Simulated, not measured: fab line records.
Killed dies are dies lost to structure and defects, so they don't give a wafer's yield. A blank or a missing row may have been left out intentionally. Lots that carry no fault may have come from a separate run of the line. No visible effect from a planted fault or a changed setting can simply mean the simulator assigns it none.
Struck lot and sound lot, side by side ; flow nand_harc ; 14 out of 1159 route steps
Sound: wafers L555.4, L555.5, L555.6. Wafers struck: L548.1, L548.2, L548.3. The cause comes at the end.
Per side, at each step with rows, come the tool, then ch with its chambers, and then its first start. Under that, the readings that differ: sound wafers ; struck wafers ; difference of the means ; sigmas: that difference in standard deviations of wafers without a fault.
alike: readings whose means differ by less than 2 such deviations, and words and numbers that are the same on both sides. not compared: withheld readings, readings that some wafer has no value for, bounds like >300 that may hide the same value, and numbers for which the record gives no deviation and whose values overlap.
Wherever a step has rows on one side only, a row that says differs or no value, or a row with sigmas, the two part there. Numbers that have no deviation but don't overlap get no sigmas and don't part them. Lack of a reading on every wafer of one side parts them only where that side has two or more wafers.

first, 1 step without rows for these wafers: NHARC_A_ONON_D1_DEP_12 (target thk 1000 nm).
NHARC_A_ONON_D1_THK_MEAS_14: measures by ellipsometry.
  sound: film_metro-02 at day 12 08:47; struck: film_metro-02 at day 10 23:59
reading;sound;struck;difference;sigmas
thk_nm (nm);1007 1004 1005;981 980 981;-25;-3
then, 2 steps without rows for these wafers: NHARC_A_ONON_D1_ANNEAL_15 (time 3600 s); NHARC_A_ONON_D1_DEP_16 (target thk 1000 nm).
NHARC_A_ONON_D1_THK_MEAS_18: measures by ellipsometry.
  sound: film_metro-01 at day 12 15:59; struck: film_metro-01 at day 11 07:41
  alike: thk_nm
then NHARC_A_ONON_D1_DEP_19 (target thk 1000 nm), 1 step lacking rows for these wafers.
NHARC_A_ONON_D1_THK_MEAS_21: measures by ellipsometry.
  sound: film_metro-02 at day 12 16:33; struck: film_metro-02 at day 11 08:14
reading;sound;struck;difference;sigmas
thk_nm (nm);1011 1012 1014;987 986 985;-26;-2
then NHARC_A_ONON_D1_DEP_22 (target thk 1000 nm), 1 step lacking rows for these wafers.
NHARC_A_ONON_D1_THK_MEAS_24: measures by ellipsometry.
  sound: film_metro-01 at day 12 17:07; struck: film_metro-02 at day 11 08:49
  alike: thk_nm
then NHARC_A_ONON_D1_DEP_25 (target thk 1000 nm), 1 step lacking rows for these wafers.
NHARC_A_ONON_D1_THK_MEAS_27: measures by ellipsometry.
  sound: film_metro-02 at day 12 17:44; struck: film_metro-01 at day 11 09:23
  alike: thk_nm
NHARC_A_ONON_D1_DEP_28: target thk 1000 nm.
  sound on pecvd_onon-01 ch 0, day 12 17:59; struck on pecvd_onon-02 ch 0, day 11 09:27
  alike: sih4_flow_sccm
NHARC_A_ONON_D1_THK_MEAS_30: measures by ellipsometry.
  sound: film_metro-01 at day 12 18:19; struck: film_metro-02 at day 11 10:08
reading;sound;struck;difference;sigmas
thk_nm (nm);1013 1013 1011;598 599 599;-414;-41
  not compared: hold
NHARC_A_ONON_D1_DEP_33: deposits SiO2, target thk 200 nm.
  sound on pecvd-01 ch 0,1,2, day 12 18:35; struck on pecvd-04 ch 0,1,2, day 11 18:43
reading;sound;struck;difference;sigmas
hold;- - -;await_dispo/8.1h/release await_dispo/8.1h/release await_dispo/8.1h/release;no value on the sound wafers;
  alike: heater_power_w, rf_fwd_power_W, throttle_valve_pct

== WHERE THEY PART ==
Last at NHARC_A_ONON_D1_DEP_33 as far as this record goes, first at NHARC_A_ONON_D1_THK_MEAS_14.

WHY: what had been put in by the simulator
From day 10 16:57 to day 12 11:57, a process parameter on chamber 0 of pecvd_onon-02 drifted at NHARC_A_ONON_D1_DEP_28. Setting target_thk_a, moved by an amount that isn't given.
